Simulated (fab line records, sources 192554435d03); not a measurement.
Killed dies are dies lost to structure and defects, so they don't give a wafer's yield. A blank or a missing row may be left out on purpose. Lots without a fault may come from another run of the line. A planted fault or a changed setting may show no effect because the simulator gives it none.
Chamber matching | flow n5_finfet | N5_BEOL_M1_ALD_98 on ald_sin-04: 4 sister chambers
The step deposits SiO2, target thk 2.5 nm, pulse time 1 s, co reactant pulse time 1 s. 4 wafers are shown with their chamber, then 7 later ones without.

WAFERS WITH THEIR CHAMBER
wafer  | chamber | heater_power_w (W)
L078.5 | 3       | 75
L089.5 | 1       | 89
L089.6 | 0       | 84
L090.4 | 2       | 79

WAFERS WITHOUT THEIR CHAMBER
wafer  | heater_power_w (W)
L090.6 | 80
L094.2 | 78
L094.4 | 84
L094.5 | 81
L096.1 | 80
L096.4 | 92
L096.5 | 91

WHICH CHAMBER EACH WENT THROUGH
wafer  | from the rows above     | in truth
L090.6 | can't be placed: 2 or 0 | 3
L094.2 | can't be placed: 2 or 3 | 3
L094.4 | 0                       | 0
L094.5 | can't be placed: 2 or 0 | 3
L096.1 | can't be placed: 2 or 0 | 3
L096.4 | 1                       | 1
L096.5 | 1                       | 1
Placed correctly: 3 of 7. Can't be placed from these rows: 4 (the true chamber is among the candidates in 1). Placed wrongly: 0.
How it was worked out, from the rows above alone: a wafer's distance from a chamber is the root of the sum, over the readings, of the square of ((its reading less the chamber's mean) divided by the reading's scatter). The wafer belongs to the nearest chamber; if the next one is less than 2 further off, it can't be placed. A chamber's mean is the mean of its shown wafers. The scatter: with one shown wafer a chamber, the root of the mean of the squares of how far each hidden wafer lies from its nearest shown one.
